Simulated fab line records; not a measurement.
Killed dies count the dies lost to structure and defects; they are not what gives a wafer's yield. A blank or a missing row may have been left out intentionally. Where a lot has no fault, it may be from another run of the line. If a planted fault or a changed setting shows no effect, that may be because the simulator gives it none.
fab line records	flow n5Finfet
[record] lots = 5	wafers = 15	lastDay = 16
route steps=1938 shown BEOL_M1@758 BEOL_M4@1111
lots untouched by any fault: they come from a run of this same line in which no faults occurred
startH: hours from the record's first day to the start of the lot's first wafer shown	waitH: hours elapsed since this lot's preceding step	" the same as in the row above	L1.1+2: a row that stands for several wafers	- no value, or no start given	* or withheld: withheld	< > ~ a bound
route shown NAME@n: NAME is a module with steps in the file, n the number in the route of the first one	usual: the fault-free wafers' mean and standard deviation	same: alike in all rows	chamber/n: place in a boat	sites: each site's reading	_std_site: the values' standard deviation	_edge_site: inner sites' mean taken away from outer sites' mean	radiusMm: for every site, how far away it sits from the centre of the wafer	mask NAME#n: copy n	behind: the tool/chamber that last shaped the wafer	hold: the reason the lot was held/the length of the hold in hours/how it ended	device: names the non-switching transistor (n, p or np)	end of line: the route-end tests of the same wafers	a step without rows: its recipe alone	killed: at the first sort, the dies lost to defects and structure; wafer yield is something else	map: dies across one wafer; x = killed, . = not, _ = none there
set.NAME: the run value of the setting; set.NAME@STEP: its run value at that earlier step	model.NAME: the simulator's own value behind a step, which no gauge read
lots at selected steps of the route; one table per step, one row per wafer
services: the hour from which a tool's chamber was out of use, counted from the record's first day as startH (under 0 if before that day), plus the number of hours and why
[[steps]]
[step N5_BEOL_M1_COAT_05]
[recipe] resist = CAR-EUV	spinRpm = 1500	resistThkNm = 30
[step N5_BEOL_M1_EBR_07]
[recipe] solvent = PGMEA	ebrWidthMm = 1.5
[step N5_BEOL_M1_SOFTBAKE_06]
[recipe] tempC = 110	timeS = 60	resist = CAR-EUV
[step N5_BEOL_M1_EXPOSE_08]
[recipe] maskId = M1	na = 0.33	sourceShape = dipole	sigmaInner = 0.369	sigmaOuter = 0.767	polarization = unpolarized	doseMj = 33
[step N5_BEOL_M1_PEB_09]
[recipe] pebTempC = 100	pebTimeS = 60	resist = CAR-EUV
[step N5_BEOL_M1_DEVELOP_10]
[recipe] developTimeS = 30	developer = TMAH	resist = CAR-EUV	rinseLiquid = surfactantRinse	dry = airSpin	devTempC = 23
[step N5_BEOL_M1_CD_MEAS_11]
[recipe] targetCdNm = 17.05	landingEnergyEv = 500	detector = seInlens	polarity = opening
[usual] cdNm = 17.11/0.23
lot.wafer	tool	chamber	startH	waitH	cdNm
L383.1	cdSem-01	0	120.05	-	17.16
L383.2	"	0	"	"	17.46
L383.6	"	0	"	"	17.12
L384.1	cdSem-01	0	140.09	-	17.74
L384.4	"	0	"	"	17.18
L384.6	"	0	"	"	17.43
L387.1	cdSem-02	0	144.04	-	16.50
L387.2	"	0	"	"	16.79
L387.6	"	0	"	"	17.29
L394.2	cdSem-03	0	191.30	-	17.29
L394.3	"	0	"	"	16.88
L394.6	"	0	"	"	16.89
L403.2	cdSem-02	0	238.50	-	17.14
L403.3	"	0	"	"	17.21
L403.4	"	0	"	"	17.46
[step N5_BEOL_M1_OVL_MEAS_12]
[recipe] pointsPerWafer = 522
[usual] M1_OVL = 0.2/0.82
[same] pointsPerWafer = 522
lot.wafer	tool	chamber	startH	waitH	M1_OVL[nm]
L383.1	overlay-01	0	120.08	0.0	0.2
L383.2	"	0	"	"	-0.3
L383.6	"	0	"	"	-0.4
L384.1	overlay-01	0	140.12	0.0	0.7
L384.4	"	0	"	"	0.2
L384.6	"	0	"	"	-0.7
L387.1	overlay-01	0	144.07	0.0	0.3
L387.2	"	0	"	"	0.9
L387.6	"	0	"	"	0.7
L394.2	overlay-01	0	191.34	0.0	-1.2
L394.3	"	0	"	"	-1.3
L394.6	"	0	"	"	-1.5
L403.2	overlay-01	0	238.53	0.0	0.9
L403.3	"	0	"	"	0.6
L403.4	"	0	"	"	1.2
[step N5_BEOL_M1_INSPECT_13]
[recipe] mode = adi	inspectInstrument = brightfield
[usual] rawDefectCount = 400/86
lot.wafer	tool	chamber	startH	waitH	rawDefectCount
L383.1	defectInspect-01	-	120.14	0.1	295
L383.2	"	-	"	"	301
L383.6	"	-	"	"	275
L384.1	defectInspect-02	-	140.18	0.1	653
L384.4	"	-	"	"	479
L384.6	"	-	"	"	572
L387.1	defectInspect-01	-	144.13	0.1	504
L387.2	"	-	"	"	423
L387.6	"	-	"	"	361
L394.2	defectInspect-01	-	191.39	0.0	285
L394.3	"	-	"	"	470
L394.6	"	-	"	"	424
L403.2	defectInspect-02	-	238.59	0.0	460
L403.3	"	-	"	"	416
L403.4	"	-	"	"	526
[step N5_BEOL_M1_DESCUM_16]
[recipe] chemistry = O2	timeS = 7	sourcePowerW = 50	biasPowerW = 20	pressureMtorr = 20	rfFrequencyHz = 2.712e+07	tempC = 40	resist = CAR-EUV	o2FlowSccm = 225
[usual] drypumpMotorCurrentA = 5.9/0.43	oesProductAu = 0.81/0.088	rfVppV = 243.6/1.4	showerheadPlenumPTorr = 2.12/0.083	throttleValvePct = 20.40/0.22
lot.wafer	tool	chamber	startH	waitH	drypumpMotorCurrentA	oesProductAu	rfHoursCounterH	rfVppV	showerheadPlenumPTorr	throttleValvePct
L383.1	rieDiel-03	2	120.17	0.0	5.3	0.77	124	242.5	2.02	20.47
L383.2	"	0	"	"	6.7	0.98	0	242.4	2.06	20.27
L383.6	"	2	"	"	5.3	0.77	-	243.3	2.02	20.46
L384.1	rieDiel-03	1	140.31	0.1	5.9	0.74	150	245.1	2.18	20.65
L384.4	"	2	"	"	5.3	0.77	131	242.2	2.02	20.51
L384.6	"	2	"	"	5.3	0.77	-	241.3	2.02	20.50
L387.1	rieDiel-03	3	144.35	0.2	5.3	0.68	239	242.3	2.06	20.74
L387.2	"	0	"	"	6.6	0.93	9	243.2	2.05	20.29
L387.6	"	0	"	"	6.6	0.93	-	244.0	2.05	20.28
L394.2	rieDiel-02	3	191.46	0.1	5.6	0.95	13	245.6	2.24	20.30
L394.3	"	0	"	"	6.0	0.83	77	244.3	2.21	20.11
L394.6	"	0	"	"	6.0	0.83	-	246.1	2.21	20.12
L403.2	rieDiel-02	3	238.62	0.0	5.6	0.90	30	246.1	2.23	20.32
L403.3	"	0	"	"	6.0	0.82	90	244.0	2.20	20.14
L403.4	"	1	"	"	6.2	0.73	-	243.5	2.17	20.12
[step N5_BEOL_M1_ETCH_74]
[recipe] chemistry = N2/H2	target = underlayer	targetDepthA = 65	maskMaterial = CAR-EUV	timeS = 5.2	ionEnergyEv = 200	pressureMtorr = 30	sourceW = 840	biasW = 150	n2FlowSccm = 200	h2FlowSccm = 200	ends = cleared
[usual] drypumpMotorCurrentA = 5.9/0.43	etchRfOnTimeS = 5.21/0.097	oesProductAu = 0.69/0.076	rfVppV = 524.8/2.8	showerheadPlenumPTorr = 2.57/0.097	throttleValvePct = 17.86/0.28
lot.wafer	tool	chamber	startH	waitH	drypumpMotorCurrentA	etchRfOnTimeS	oesProductAu	rfHoursCounterH	rfVppV	showerheadPlenumPTorr	throttleValvePct
L383.1	rieDiel-03	2	120.21	0.0	5.3	5.28	0.67	124	520.6	2.46	18.06
L383.2	"	0	"	"	6.7	5.20	0.82	0	522.9	2.50	17.71
L383.6	"	2	"	"	5.3	5.25	0.65	-	519.8	2.46	18.09
L384.1	rieDiel-03	1	140.34	0.0	6.0	5.25	0.65	150	528.2	2.66	18.19
L384.4	"	2	"	"	5.3	5.29	0.66	131	520.1	2.46	18.08
L384.6	"	2	"	"	5.3	5.28	0.66	-	521.7	2.46	18.06
L387.1	rieDiel-03	3	144.38	0.0	5.4	5.23	0.59	239	522.6	2.51	18.17
L387.2	"	0	"	"	6.6	5.16	0.79	9	521.4	2.50	17.74
L387.6	"	0	"	"	6.7	5.12	0.79	-	522.3	2.50	17.73
L394.2	rieDiel-02	3	191.50	0.0	5.6	5.08	0.81	13	529.5	2.71	17.63
L394.3	"	0	"	"	6.0	5.21	0.71	77	525.5	2.68	17.51
L394.6	"	0	"	"	6.0	5.24	0.70	-	527.9	2.68	17.52
L403.2	rieDiel-02	3	238.65	0.0	5.6	4.91	0.78	30	527.2	2.70	17.64
L403.3	"	0	"	"	6.0	5.21	0.69	90	526.9	2.68	17.53
L403.4	"	1	"	"	6.3	5.19	0.63	-	525.7	2.65	17.56
[step N5_BEOL_M1_ETCH_63]
[recipe] chemistry = CF4	target = SiARC	targetDepthA = 156	maskMaterial = CAR-EUV	timeS = 26	ionEnergyEv = 80	pressureMtorr = 40	sourceW = 545	biasW = 36	Ar_flow_sccm = 100	cf4FlowSccm = 100	ends = cleared
[usual] drypumpMotorCurrentA = 5.9/0.43	etchRfOnTimeS = 26.0/0.44	oesProductAu = 0.69/0.076	rfVppV = 184.3/1.3	showerheadPlenumPTorr = 2.17/0.079	throttleValvePct = 15.58/0.24
lot.wafer	tool	chamber	startH	waitH	drypumpMotorCurrentA	etchRfOnTimeS	oesProductAu	rfHoursCounterH	rfVppV	showerheadPlenumPTorr	throttleValvePct
L383.1	rieDiel-03	2	120.22	0.0	5.3	26.3	0.66	124	183.1	2.07	15.63
L383.2	"	0	"	"	6.6	25.8	0.84	0	184.4	2.11	15.43
L383.6	"	2	"	"	5.3	26.3	0.66	-	182.3	2.07	15.65
L384.1	rieDiel-03	1	140.36	0.0	5.9	26.4	0.64	150	185.2	2.23	15.78
L384.4	"	2	"	"	5.3	26.4	0.66	131	182.6	2.07	15.67
L384.6	"	2	"	"	5.3	26.5	0.66	-	184.7	2.07	15.67
L387.1	rieDiel-03	3	144.40	0.0	5.3	26.2	0.58	239	184.0	2.12	16.02
L387.2	"	0	"	"	6.7	25.3	0.80	9	183.4	2.11	15.44
L387.6	"	0	"	"	6.7	25.7	0.79	-	184.2	2.11	15.45
L394.2	rieDiel-02	3	191.52	0.0	5.6	25.4	0.80	13	185.0	2.28	15.42
L394.3	"	0	"	"	6.0	26.2	0.70	77	185.2	2.25	15.29
L394.6	"	0	"	"	6.0	26.3	0.70	-	185.7	2.25	15.31
L403.2	rieDiel-02	3	238.67	0.0	5.5	25.0	0.78	30	186.1	2.27	15.43
L403.3	"	0	"	"	6.0	26.0	0.69	90	184.0	2.25	15.31
L403.4	"	1	"	"	6.2	25.7	0.63	-	184.2	2.22	15.40
[step N5_BEOL_M1_ETCH_64]
[recipe] chemistry = N2/H2	target = SOC	targetDepthA = 750	overetchA = 150	maskMaterial = SiARC	tempC = 40	timeS = 112.5	ionEnergyEv = 200	pressureMtorr = 30	sourceW = 840	biasW = 150	n2FlowSccm = 200	h2FlowSccm = 200
[usual] drypumpMotorCurrentA = 5.9/0.43	oesProductAu = 0.64/0.065	rfVppV = 524.8/2.8	showerheadPlenumPTorr = 2.57/0.097	throttleValvePct = 17.82/0.28
lot.wafer	tool	chamber	startH	waitH	drypumpMotorCurrentA	oesProductAu	rfHoursCounterH	rfVppV	showerheadPlenumPTorr	throttleValvePct	model.SiARC_of_BEOL_M1_COAT_62.thkNm	model.BEOL_M1.cdOffsetNm
L383.1	rieDiel-03	2	120.25	0.0	5.3	0.61	124	521.2	2.46	18.04	6.8	0
L383.2	"	0	"	"	6.6	0.78	0	522.3	2.50	17.68	6.8	0.2
L383.6	"	2	"	"	5.3	0.61	-	522.7	2.46	18.04	7	0.2
L384.1	rieDiel-03	1	140.39	0.0	5.9	0.60	150	528.1	2.66	18.16	7	0
L384.4	"	2	"	"	5.3	0.61	131	521.0	2.46	18.02	6.8	0.2
L384.6	"	2	"	"	5.3	0.61	-	521.9	2.46	18.04	6.8	0.4
L387.1	rieDiel-03	3	144.43	0.0	5.3	0.54	239	522.4	2.51	18.14	6.8	-0.2
L387.2	"	0	"	"	6.7	0.74	9	520.6	2.50	17.68	6.6	0
L387.6	"	0	"	"	6.7	0.73	-	522.2	2.50	17.68	6.8	-0.2
L394.2	rieDiel-02	3	191.54	0.0	5.6	0.74	13	528.9	2.71	17.58	6.6	0.4
L394.3	"	0	"	"	6.0	0.65	77	528.3	2.68	17.48	6.8	-0.2
L394.6	"	0	"	"	6.0	0.65	-	528.2	2.68	17.48	6.8	0
L403.2	rieDiel-02	3	238.70	0.0	5.6	0.70	30	528.5	2.70	17.62	4	1
L403.3	"	0	"	"	6.1	0.64	90	526.5	2.68	17.49	6.8	-0.2
L403.4	"	1	"	"	6.2	0.58	-	525.6	2.65	17.52	4.4	1.2
[step N5_BEOL_M1_STRIP_65]
[recipe] chemistry = N2/H2	tempC = 40	n2FlowSccm = 200	h2FlowSccm = 200	rfFrequencyHz = 6e+07
[step N5_BEOL_M1_STRIP_75]
[recipe] chemistry = N2/H2	tempC = 40	n2FlowSccm = 200	h2FlowSccm = 200	rfFrequencyHz = 6e+07
[step N5_BEOL_M1_STRIP_66]
[recipe] chemistry = CF4	resist = SiARC	powerW = 300	biasPowerW = 75	pressureMtorr = 50	cf4FlowSccm = 150	rfFrequencyHz = 6e+07
[usual] drypumpMotorCurrentA = 5.9/0.43	oesProductAu = 0.80/0.08	rfVppV = 271.7/1.6	showerheadPlenumPTorr = 1.81/0.065	throttleValvePct = 13.55/0.25
lot.wafer	tool	chamber	startH	waitH	drypumpMotorCurrentA	oesProductAu	rfHoursCounterH	rfVppV	showerheadPlenumPTorr	throttleValvePct
L383.1	rieDiel-03	2	120.38	0.0	5.3	0.78	124	270.2	1.74	13.62
L383.2	"	0	"	"	6.7	0.96	0	270.3	1.77	13.35
L383.6	"	2	"	"	5.3	0.78	-	269.2	1.74	13.63
L384.1	rieDiel-03	1	140.52	0.0	6.0	0.75	150	272.7	1.86	13.77
L384.4	"	2	"	"	5.3	0.77	131	268.2	1.73	13.65
L384.6	"	2	"	"	5.3	0.77	-	271.9	1.73	13.66
L387.1	rieDiel-03	3	144.55	0.0	5.3	0.68	239	271.1	1.77	14.01
L387.2	"	0	"	"	6.7	0.91	9	270.6	1.77	13.39
L387.6	"	0	"	"	6.6	0.92	-	271.5	1.77	13.40
L394.2	rieDiel-02	3	191.67	0.0	5.6	0.92	13	275.1	1.91	13.32
L394.3	"	0	"	"	6.0	0.81	77	274.5	1.89	13.26
L394.6	"	0	"	"	6.0	0.81	-	273.3	1.89	13.27
L403.2	rieDiel-02	3	238.83	0.0	5.5	0.88	30	274.0	1.90	13.38
L403.3	"	0	"	"	6.0	0.80	90	271.5	1.88	13.30
L403.4	"	1	"	"	6.2	0.72	-	272.8	1.86	13.41
[step N5_BEOL_M1_HM_OPEN_17]
[recipe] chemistry = Cl2/BCl3	targetDepthA = 200	overetchA = 60	target = TiN	maskMaterial = SOC	ionEnergyEv = 150	pressureMtorr = 10	icpW = 1000	biasW = 126	Cl2_flow_sccm = 53.25	bcl3FlowSccm = 21.75	Ar_flow_sccm = 25
[usual] drypumpMotorCurrentA = 5.4/0.37	oesProductAu = 0.66/0.068	throttleValvePct = 22.3/0.36
lot.wafer	tool	chamber	startH	waitH	drypumpMotorCurrentA	oesProductAu	rfHoursCounterH	throttleValvePct	model.BEOL_M1.cdOffsetNm
L383.1	rieMetal-03	1	120.42	0.0	5.6	0.79	6	22.3	0.2
L383.2	"	0	"	"	4.9	0.58	86	22.7	0.2
L383.6	"	1	"	"	5.5	0.80	-	22.3	0.2
L384.1	rieMetal-01	0	140.56	0.0	5.3	0.63	60	22.0	0
L384.4	"	1	"	"	6.1	0.70	-	22.5	0.2
L384.6	"	0	"	"	5.3	0.64	-	22.0	0.4
L387.1	rieMetal-02	1	144.59	0.0	5.3	0.73	17	22.0	-0.2
L387.2	"	0	"	"	5.5	0.66	38	21.6	0.2
L387.6	"	1	"	"	5.2	0.72	-	22.0	-0.2
L394.2	rieMetal-03	1	191.71	0.0	5.6	0.77	13	22.3	0.4
L394.3	"	1	"	"	5.6	0.78	-	22.3	-0.2
L394.6	"	0	"	"	4.9	0.57	-	22.7	0
L403.2	rieMetal-03	0	238.87	0.0	4.9	0.56	96	22.8	0.8
L403.3	"	1	"	"	5.6	0.74	-	22.4	-0.2
L403.4	"	0	"	"	4.9	0.56	-	22.7	1.2
[step N5_BEOL_M1_STRIP_19]
[recipe] chemistry = O2	powerW = 400	tempC = 40	pressureMtorr = 30	rfFrequencyHz = 6e+07	biasPowerW = 0	overashFraction = 0.2	o2FlowSccm = 225
[usual] drypumpMotorCurrentA = 5.9/0.42	oesProductAu = 0.82/0.09	rfVppV = 3.6/0.49	showerheadPlenumPTorr = 2.12/0.081	throttleValvePct = 16.61/0.23
lot.wafer	tool	chamber	startH	waitH	drypumpMotorCurrentA	oesProductAu	rfHoursCounterH	rfVppV	showerheadPlenumPTorr	throttleValvePct
L383.1	rieDiel-02	0	120.53	0.1	6.0	0.87	48	3.3	2.22	16.30
L383.2	"	2	"	"	6.2	0.75	167	3.5	2.00	16.96
L383.6	"	0	"	"	6.0	0.87	-	4.0	2.22	16.31
L384.1	rieDiel-02	0	140.76	0.2	6.0	0.85	57	3.3	2.22	16.31
L384.4	"	0	"	"	6.0	0.87	-	3.8	2.22	16.33
L384.6	"	1	"	"	6.2	0.77	-	4.3	2.19	16.34
L387.1	rieDiel-06	1	144.73	0.1	6.1	0.95	11	3.6	2.14	16.30
L387.2	"	0	"	"	6.0	0.68	230	3.5	2.07	16.85
L387.6	"	2	"	"	5.2	0.90	-	3.5	2.14	16.56
L394.2	rieDiel-02	2	191.82	0.1	6.2	0.74	193	3.9	1.99	17.01
L394.3	"	3	"	"	5.6	0.94	13	4.1	2.24	16.50
L394.6	"	0	"	"	6.0	0.82	-	4.1	2.21	16.35
L403.2	rieDiel-03	0	238.99	0.1	6.7	0.85	41	3.1	2.05	16.56
L403.3	"	2	"	"	5.3	0.74	166	3.7	2.01	16.80
L403.4	"	1	"	"	5.9	0.71	185	3.2	2.18	16.93
[step N5_BEOL_M1_CD_MEAS_18]
[recipe] pitchNm = 36	targetCdNm = 18
[usual] cdNm = 18.03/0.3
lot.wafer	tool	chamber	startH	waitH	cdNm
L383.1	cdSem-01	-	120.60	0.0	18.06
L383.2	"	-	"	"	18.34
L383.6	"	-	"	"	18.20
L384.1	cdSem-03	-	140.85	0.1	18.24
L384.4	"	-	"	"	18.45
L384.6	"	-	"	"	18.25
L387.1	cdSem-02	-	144.80	0.0	17.73
L387.2	"	-	"	"	17.97
L387.6	"	-	"	"	17.84
L394.2	cdSem-02	-	191.89	0.1	18.37
L394.3	"	-	"	"	17.77
L394.6	"	-	"	"	17.74
L403.2	cdSem-03	-	239.06	0.1	19.07
L403.3	"	-	"	"	17.96
L403.4	"	-	"	"	18.72
[step N5_BEOL_M1_COAT_67]
[recipe] resist = SOC	tempC = 250	timeS = 60	spinRpm = 1500	resistThkNm = 60
[step N5_BEOL_M4_RC_MEAS_101]
[usual] DIBL_N = 36.3/1.2	DIBL_P = 36.1/1.6	IOFF_N = 0.161/0.023	IOFF_P = 0.209/0.027	ION_N = 676/8.9	ION_P = 462/5.3	SS_N = 71.5/0.51	SS_P = 73.2/0.5	VT_N = 249.1/2.5	VT_P = -249.9/2.8
lot.wafer	tool	chamber	startH	waitH	DIBL_N[mV/V]	DIBL_P[mV/V]	IOFF_N[nA/um]	IOFF_P[nA/um]	ION_N[uA/um]	ION_P[uA/um]	SS_N[mV/dec]	SS_P[mV/dec]	VT_N[mV]	VT_P[mV]
L383.1	prober-02	0	156.02	0.0	34.5	33.8	0.116	0.162	665	458	71.2	72.8	252.8	-255.1
L383.2	"	0	"	"	35.6	35.4	0.142	0.182	680	462	70.8	73.0	247.7	-252.4
L383.6	"	0	"	"	34.6	34.3	0.120	0.172	656	454	71.3	72.7	252.5	-253.0
L384.1	prober-01	0	176.14	0.0	36.3	36.0	0.161	0.207	675	462	70.5	73.5	248.5	-251.2
L384.4	"	0	"	"	37.6	38.1	0.182	0.240	684	469	71.1	73.9	246.4	-248.3
L384.6	"	0	"	"	38.5	38.9	0.208	0.257	691	472	72.2	73.5	244.1	-243.6
L387.1	prober-02	0	185.10	0.0	36.4	35.7	0.148	0.185	678	458	70.9	73.4	247.4	-254.7
L387.2	"	0	"	"	34.8	33.5	0.115	0.155	662	454	70.6	72.1	253.5	-255.5
L387.6	"	0	"	"	35.2	34.1	0.125	0.163	663	454	70.7	72.9	253.1	-254.3
L394.2	prober-02	0	228.30	0.2	35.5	37.0	0.155	0.201	675	460	71.5	73.6	248.6	-251.1
L394.3	"	0	"	"	36.1	37.0	0.159	0.206	684	462	72.2	73.3	250.3	-252.1
L394.6	"	0	"	"	36.9	38.6	0.180	0.229	692	465	71.6	73.5	247.1	-248.3
L403.2	prober-02	0	278.87	0.2	37.8	37.2	0.202	0.225	695	466	72.2	73.0	245.0	-249.9
L403.3	"	0	"	"	37.4	37.6	0.178	0.224	688	468	72.0	73.8	248.6	-248.7
L403.4	"	0	"	"	36.9	36.7	0.167	0.212	681	459	71.8	72.5	249.6	-249.5
[[services]]
tool	chamber	startH	hours	kind
rieDiel-03	0	98.81	-	clean
rieDiel-03	0	98.81	-	consumableReplace:focusRing
rieDiel-03	0	98.81	21.2	scheduledDown
rieDiel-03	0	98.81	21.2	ventCycle
rieDiel-02	1	113.73	15.6	repair
rieDiel-06	2	117.42	1.2	repair
rieDiel-02	3	129.56	-	clean
rieDiel-02	3	129.56	-	consumableReplace:focusRing
rieDiel-02	3	129.56	-	consumableReplace:showerhead
rieDiel-02	3	129.56	23.7	scheduledDown
rieDiel-02	3	129.56	23.7	ventCycle
rieMetal-01	0	134.08	6.0	repair
rieDiel-02	3	153.75	1.5	repair
rieDiel-03	3	164.52	1.7	repair
rieMetal-03	-	166.18	2.2	repair
rieDiel-06	-	179.18	14.6	pm
rieDiel-03	3	179.37	-	clean
rieDiel-03	3	179.37	-	consumableReplace:focusRing
rieDiel-03	3	179.37	16.3	scheduledDown
rieDiel-03	3	179.37	16.3	ventCycle
rieDiel-02	0	201.01	9.1	repair
rieDiel-02	2	223.76	6.1	repair
rieDiel-06	0	229.98	-	clean
rieDiel-02	2	237.18	4.4	repair
[[key]]
[firstSign] step = N5_BEOL_M1_CD_MEAS_18	reading = cdNm	direction = up	sigmas = 2.9	usual = 18.03	struck = 18.90
effect none on later readings
[modelEffect] step = N5_BEOL_M1_ETCH_64	value = SiARC_of_BEOL_M1_COAT_62.thkNm	without = 6.7	struck = 4.2
[modelEffect] step = N5_BEOL_M1_HM_OPEN_17	value = BEOL_M1.cdOffsetNm	without = 0	struck = 1
metAt N5_BEOL_M1_ETCH_64
struckWafers L403.2,L403.4
onsetBetween 191.54 238.70
[fault] kind = processParameterDrift	tool = rieDiel-02	chamber = -	onsetH = 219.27	steps = N5_BEOL_M1_ETCH_64	channel = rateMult	offset = 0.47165	shape = step	endH = 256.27	scope = struckWafersOnly
